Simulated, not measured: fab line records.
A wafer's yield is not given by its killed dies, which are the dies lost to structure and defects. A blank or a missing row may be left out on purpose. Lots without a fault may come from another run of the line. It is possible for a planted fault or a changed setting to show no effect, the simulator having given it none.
Matching of chambers | flow n5-finfet | 3 sister chambers for N5_BEOL_M8_PECVD_70 on pecvd-01
The step deposits SiO2 from TEOS/O2, target thk 20 nm, time 22.7 s. 6 wafers are shown with their chamber, then 7 later ones without.

== EACH WAFER AND ITS CHAMBER ==
wafer  | chamber | throttle-valve-pct (%) | showerhead-plenum-p-Torr (Torr)
L076.2 | 1       | 22.4                   | 8.68
L080.6 | 2       | 20.3                   | 8.82
L081.3 | 1       | 22.3                   | 8.69
L081.4 | 0       | 22.6                   | 8.81
L085.2 | 2       | 20.5                   | 8.83
L085.3 | 0       | 22.4                   | 8.80

== WAFERS WITH NO CHAMBER GIVEN ==
wafer  | throttle-valve-pct (%) | showerhead-plenum-p-Torr (Torr)
L085.4 | 22.4                   | 8.71
L088.1 | 22.2                   | 8.71
L088.2 | 20.3                   | 8.84
L088.5 | 22.7                   | 8.80
L094.2 | 22.8                   | 8.80
L094.3 | 22.4                   | 8.71
L094.5 | 22.5                   | 8.70

== THE CHAMBER EACH PASSED THROUGH ==
wafer  | from the rows above | in truth
L085.4 | 1                   | 1
L088.1 | 1                   | 1
L088.2 | 2                   | 2
L088.5 | 0                   | 0
L094.2 | 0                   | 0
L094.3 | 1                   | 1
L094.5 | 1                   | 1
7 of 7 placed correctly. Number that these rows cannot place: 0. 0 placed wrongly.
How it was worked out, from the rows above alone: a wafer's distance from a chamber is the root of the sum, over the readings, of the square of ((its reading less the chamber's mean) divided by the reading's scatter). The wafer belongs to the nearest chamber; if the next one is less than 2 further off, it can't be placed. A chamber's mean is the mean of its shown wafers. The scatter: take each reading less its chamber's mean, square it, sum over the shown wafers, divide by the number of wafers less the number of chambers, and take the root.
